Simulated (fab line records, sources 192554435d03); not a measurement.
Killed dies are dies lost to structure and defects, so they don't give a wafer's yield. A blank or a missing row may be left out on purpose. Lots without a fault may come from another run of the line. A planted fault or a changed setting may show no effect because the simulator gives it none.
Chamber matching | flow n5_finfet | N5_BEOL_M8_PECVD_70 on pecvd-04: 3 sister chambers
The step deposits SiO2 from TEOS/O2, target thk 20 nm, time 22.7 s. 6 wafers are shown with their chamber, then 9 later ones without.

WAFERS WITH THEIR CHAMBER
wafer  | chamber | throttle_valve_pct (%) | heater_power_w (W)
L081.5 | 0       | 23.4                   | 770
L083.4 | 2       | 20.6                   | 727
L083.6 | 1       | 22.7                   | 510
L082.3 | 0       | 23.5                   | 626
L082.5 | 1       | 22.7                   | 555
L082.6 | 2       | 20.6                   | 669

WAFERS WITHOUT THEIR CHAMBER
wafer  | throttle_valve_pct (%) | heater_power_w (W)
L085.2 | 22.9                   | 493
L085.3 | 20.6                   | 702
L085.6 | 20.5                   | 708
L088.2 | 23.6                   | 652
L088.4 | 22.8                   | 463
L088.6 | 23.6                   | 667
L092.1 | 22.6                   | 506
L092.3 | 20.7                   | 639
L092.4 | 22.5                   | 502

WHICH CHAMBER EACH WENT THROUGH
wafer  | from the rows above | in truth
L085.2 | 1                   | 1
L085.3 | 2                   | 2
L085.6 | 2                   | 2
L088.2 | 0                   | 0
L088.4 | 1                   | 1
L088.6 | 0                   | 0
L092.1 | 1                   | 1
L092.3 | 2                   | 2
L092.4 | 1                   | 1
Placed correctly: 9 of 9. Can't be placed from these rows: 0. Placed wrongly: 0.
How it was worked out, from the rows above alone: a wafer's distance from a chamber is the root of the sum, over the readings, of the square of ((its reading less the chamber's mean) divided by the reading's scatter). The wafer belongs to the nearest chamber; if the next one is less than 2 further off, it can't be placed. A chamber's mean is the mean of its shown wafers. The scatter: the root of (the sum of the squares of (reading less its chamber's mean) over the shown wafers, divided by (wafers less chambers)).
